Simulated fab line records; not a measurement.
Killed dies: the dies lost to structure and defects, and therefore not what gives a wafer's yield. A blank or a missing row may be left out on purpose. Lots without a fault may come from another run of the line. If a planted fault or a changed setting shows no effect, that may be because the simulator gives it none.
Which of the tools did it? + flow n5 finfet + Sampling: 12 lots, 36 wafers, 4 of 1938 route steps

WHAT EACH GAUGE READ, for each wafer
N5_BEOL_M9_THK_MEAS_53: measures by xrf. Usual: M9_THK typically reads 142 nm, with standard deviation 4.
| lot  | measured     | on            | M9_THK (nm) | flag |
|------|--------------|---------------|-------------|------|
| L976 | day 10 06:07 | film metro-01 | 150 147 151 |      |
| L977 | day 10 06:17 | film metro-01 | 146 146 139 |      |
| L978 | day 10 13:16 | film metro-01 | 149 142 150 |      |
| L979 | day 10 14:13 | film metro-01 | 137 139 140 |      |
| L980 | day 10 22:52 | film metro-02 | 144 137 135 |      |
| L982 | day 12 00:02 | film metro-01 | 134 142 137 |      |
| L983 | day 12 11:49 | film metro-02 | 139 141 142 |      |
| L986 | day 13 04:08 | film metro-02 | 145 145 140 |      |
| L987 | day 13 04:39 | film metro-01 | 143 147 143 |      |
| L988 | day 13 06:11 | film metro-02 | 138 136 135 |      |
| L993 | day 14 19:10 | film metro-01 | 148 145 146 |      |
| L996 | day 15 11:32 | film metro-01 | 146 146 144 |      |

TOOL THAT RAN EACH LOT (tool first, then ch and the chambers of the sampled wafers, then the start)
| lot  | N5_BEOL_M9_SURFACE_TREAT_79  | N5_BEOL_M9_ECD_50              | N5_BEOL_M9_CMP_52             |
|------|------------------------------|--------------------------------|-------------------------------|
| L976 | pvd sputter-02, day 10 05:00 | ecd cu-01 ch 1, day 10 05:18   | cmp-02 ch 0,2, day 10 05:49   |
| L977 | pvd sputter-02, day 10 05:02 | ecd cu-02 ch 0,1, day 10 05:21 | cmp-04 ch 0,1,2, day 10 05:59 |
| L978 | pvd sputter-01, day 10 12:11 | ecd cu-01 ch 0,1, day 10 12:30 | cmp-01 ch 2,3, day 10 12:58   |
| L979 | pvd sputter-02, day 10 12:56 | ecd cu-01 ch 0,1, day 10 13:22 | cmp-02 ch 0,1,3, day 10 13:57 |
| L980 | pvd sputter-01, day 10 21:40 | ecd cu-01 ch 0,1, day 10 21:58 | cmp-01 ch 0,1,2, day 10 22:34 |
| L982 | pvd sputter-02, day 11 22:56 | ecd cu-02 ch 0,1, day 11 23:20 | cmp-02 ch 0,2, day 11 23:44   |
| L983 | pvd sputter-02, day 12 10:47 | ecd cu-01 ch 0,1, day 12 11:06 | cmp-01 ch 0,1,2, day 12 11:36 |
| L986 | pvd sputter-01, day 13 02:40 | ecd cu-02 ch 0,1, day 13 03:11 | cmp-04 ch 0,1,3, day 13 03:50 |
| L987 | pvd sputter-02, day 13 02:51 | ecd cu-02 ch 0,1, day 13 03:20 | cmp-01 ch 1,2,3, day 13 04:23 |
| L988 | pvd sputter-02, day 13 04:09 | ecd cu-02 ch 0,1, day 13 05:29 | cmp-02 ch 1,3, day 13 05:53   |
| L993 | pvd sputter-02, day 14 18:02 | ecd cu-01 ch 0,1, day 14 18:29 | cmp-01 ch 0,1,3, day 14 18:59 |
| L996 | pvd sputter-01, day 15 10:01 | ecd cu-01 ch 0,1, day 15 10:37 | cmp-02 ch 0,1,2, day 15 11:19 |
- N5_BEOL_M9_SURFACE_TREAT_79
- N5_BEOL_M9_ECD_50: material Cu, target thk 318 nm.
- N5_BEOL_M9_CMP_52: polishes, stops on SiCOH lowk, t overpolish 7 s, target thk 140 nm.

AS READ BY THE TOOLS THEMSELVES (means over the sampled wafers that have a number; for cases with no such wafer, the mark the record gives instead)
N5_BEOL_M9_CMP_52. Usual: motor current A 6.1 A, standard deviation 0.53; retaining ring pressure frac 1.000, standard deviation 0.0053; time to endpoint s 68 s, standard deviation 4.7.
| lot  | tool   | motor current A (A) | retaining ring pressure frac | time to endpoint s (s) | flag |
|------|--------|---------------------|------------------------------|------------------------|------|
| L976 | cmp-02 | 5.5                 | 1.000                        | 66                     |      |
| L977 | cmp-04 | 6.0                 | 1.001                        | 66                     |      |
| L978 | cmp-01 | 6.6                 | 0.994                        | 70                     |      |
| L979 | cmp-02 | 5.9                 | 0.998                        | 67                     |      |
| L980 | cmp-01 | 6.5                 | 0.999                        | 65                     |      |
| L982 | cmp-02 | 5.7                 | 1.001                        | 66                     |      |
| L983 | cmp-01 | 6.4                 | 1.000                        | 71                     |      |
| L986 | cmp-04 | 6.0                 | 1.000                        | 65                     |      |
| L987 | cmp-01 | 6.7                 | 1.002                        | 74                     |      |
| L988 | cmp-02 | 6.2                 | 1.003                        | 66                     |      |
| L993 | cmp-01 | 6.4                 | 1.000                        | 105                    | OFF  |
| L996 | cmp-02 | 5.9                 | 1.003                        | 84                     | OFF  |

THE ANSWER, worked out from the rows above alone
Rule: take the mean of a lot's wafers that have a number; if it is more than 3 standard deviations from the usual mean, the lot is off. A lot without any number at a reading at which 4 lots or more have one is off too. Where the step has rows for the other lots, those lots are counted as sound. Order of review: gauges by route order, followed by the tools' own readings, for which a lot's mean as printed above is used. The first step at which some lot is off is used, and at that step the reading that is off furthest; a lot without a number counts as furthest.
Off at N5_BEOL_M9_CMP_52 (time to endpoint s): L993, L996.
If a tool, at that step or one of the process steps before it, ran each lot that is off and ran no sound lot following the first of them, it fits. One fits: ecd cu-01 at N5_BEOL_M9_ECD_50. Its last sound lot is L983 (day 12 11:06), its first lot that is off L993 (day 14 18:29): a fault that began between those two fits.

WHAT THE SIMULATOR HAD INSERTED
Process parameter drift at N5_BEOL_M9_ECD_50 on ecd cu-01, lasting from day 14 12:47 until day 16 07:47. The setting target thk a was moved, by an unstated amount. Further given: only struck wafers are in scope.
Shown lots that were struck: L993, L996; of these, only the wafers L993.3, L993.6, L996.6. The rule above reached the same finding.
